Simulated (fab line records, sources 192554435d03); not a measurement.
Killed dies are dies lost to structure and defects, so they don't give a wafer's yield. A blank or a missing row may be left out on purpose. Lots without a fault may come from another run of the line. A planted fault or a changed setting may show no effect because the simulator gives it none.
Chamber matching | flow n5_finfet | N5_BEOL_M14_ETCH_59 on rie_diel-02: 4 sister chambers
The step etches BARC in N2/H2, target depth 89 nm, overetch 26.7 nm, time 67.9 s. 8 wafers are shown with their chamber, then 9 later ones without.

WAFERS WITH THEIR CHAMBER
wafer  | chamber | drypump_motor_current_A (A) | showerhead_plenum_p_Torr (Torr)
L077.6 | 3       | 5.7                         | 2.59
L082.1 | 3       | 5.7                         | 2.58
L082.4 | 0       | 5.8                         | 2.40
L085.3 | 2       | 6.2                         | 2.65
L085.6 | 2       | 6.2                         | 2.65
L087.3 | 0       | 5.8                         | 2.39
L087.4 | 1       | 5.3                         | 2.57
L087.5 | 1       | 5.2                         | 2.57

WAFERS WITHOUT THEIR CHAMBER
wafer  | drypump_motor_current_A (A) | showerhead_plenum_p_Torr (Torr)
L093.2 | 6.2                         | 2.64
L093.4 | 5.7                         | 2.57
L093.6 | 6.2                         | 2.64
L097.1 | 5.7                         | 2.57
L097.3 | 6.2                         | 2.63
L097.6 | 6.2                         | 2.63
L096.1 | 5.3                         | 2.56
L096.4 | 5.7                         | 2.56
L096.5 | 5.8                         | 2.70

WHICH CHAMBER EACH WENT THROUGH
wafer  | from the rows above | in truth
L093.2 | 2                   | 2
L093.4 | 3                   | 3
L093.6 | 2                   | 2
L097.1 | 3                   | 3
L097.3 | 2                   | 2
L097.6 | 2                   | 2
L096.1 | 1                   | 1
L096.4 | 3                   | 3
L096.5 | 2                   | 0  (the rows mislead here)
Placed correctly: 8 of 9. Can't be placed from these rows: 0. Placed wrongly: 1.
How it was worked out, from the rows above alone: a wafer's distance from a chamber is the root of the sum, over the readings, of the square of ((its reading less the chamber's mean) divided by the reading's scatter). The wafer belongs to the nearest chamber; if the next one is less than 2 further off, it can't be placed. A chamber's mean is the mean of its shown wafers. The scatter: the root of (the sum of the squares of (reading less its chamber's mean) over the shown wafers, divided by (wafers less chambers)).
